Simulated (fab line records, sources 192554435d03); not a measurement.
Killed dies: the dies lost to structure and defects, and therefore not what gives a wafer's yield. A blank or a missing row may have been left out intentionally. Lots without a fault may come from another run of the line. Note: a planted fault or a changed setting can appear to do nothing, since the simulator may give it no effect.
Which tool was responsible? :: flow n5Finfet :: 36 wafers from 12 lots sampled at 2 of the route's 1938 steps

WHAT THE GAUGES READ, wafer by wafer
N5_BEOL_M5_CD_MEAS_18: pitch 56 nm, target cd 28 nm.
lot: L074
measured: day 8 04:28
on: cdSem-01
cdNm (nm): 28.0 28.4 27.6

lot: L077
measured: day 8 20:52
on: cdSem-01
cdNm (nm): 28.0 28.2 28.9

lot: L080
measured: day 9 07:38
on: cdSem-01
cdNm (nm): 27.8 28.5 29.4

lot: L081
measured: day 10 00:34
on: cdSem-02
cdNm (nm): 28.2 29.1 28.6

lot: L083
measured: day 10 09:07
on: cdSem-02
cdNm (nm): 28.6 27.7 28.7

lot: L084
measured: day 10 17:55
on: cdSem-01
cdNm (nm): 28.4 28.8 29.1

lot: L087
measured: day 11 08:14
on: cdSem-02
cdNm (nm): 28.3 27.7 28.6

lot: L088
measured: day 12 08:01
on: cdSem-02
cdNm (nm): 29.0 27.6 27.9

lot: L091
measured: day 12 15:55
on: cdSem-01
cdNm (nm): 28.4 28.3 28.5

lot: L092
measured: day 13 06:25
on: cdSem-03
cdNm (nm): 27.8 27.8 28.3

lot: L095
measured: day 13 14:31
on: cdSem-01
cdNm (nm): 27.9 28.4 27.9

lot: L097
measured: day 13 23:08
on: cdSem-02
cdNm (nm): 26.9 28.0 27.5

WHICH TOOL RAN EACH LOT (tool, then ch and the chambers of the sampled wafers, then the start)
lot: L074
N5_BEOL_M5_STRIP_19: rieDiel-02 ch 0,2, day 8 04:23

lot: L077
N5_BEOL_M5_STRIP_19: rieDiel-01 ch 1,3, day 8 20:48

lot: L080
N5_BEOL_M5_STRIP_19: rieDiel-05 ch 0,2,3, day 9 07:34

lot: L081
N5_BEOL_M5_STRIP_19: rieDiel-05 ch 1,2, day 10 00:30

lot: L083
N5_BEOL_M5_STRIP_19: rieDiel-05 ch 0,2,3, day 10 09:03

lot: L084
N5_BEOL_M5_STRIP_19: rieDiel-05 ch 0,1,3, day 10 17:50

lot: L087
N5_BEOL_M5_STRIP_19: rieDiel-05 ch 0,2,3, day 11 08:10

lot: L088
N5_BEOL_M5_STRIP_19: rieDiel-01 ch 2,3, day 12 07:56

lot: L091
N5_BEOL_M5_STRIP_19: rieDiel-01 ch 1,2,3, day 12 15:51

lot: L092
N5_BEOL_M5_STRIP_19: rieDiel-02 ch 1,2,3, day 13 06:20

lot: L095
N5_BEOL_M5_STRIP_19: rieDiel-02 ch 0,3, day 13 14:26

lot: L097
N5_BEOL_M5_STRIP_19: rieDiel-05 ch 0,3, day 13 23:03
- N5_BEOL_M5_STRIP_19: strips in O2.

THE ANSWER, worked out from the rows above alone
Rule: what is usual is taken from the lots themselves. The widest of any qualifying gaps counts: lots, ordered by their means at a reading, are off when they make up no more than a third of the lots, leave a main group of 4 or more, and stand apart from it by 3 or more times the standard deviation of that group's means. A main group whose means are all the same, to the digits that the tables above print for the reading, isn't used. Also off: a lot with no number at a reading for which 4 or more lots have one. Any other lot the step has rows for is counted as sound.
No lot is off on any of the readings shown, so nothing can be concluded from this.

WHAT WAS PUT IN BY THE SIMULATOR
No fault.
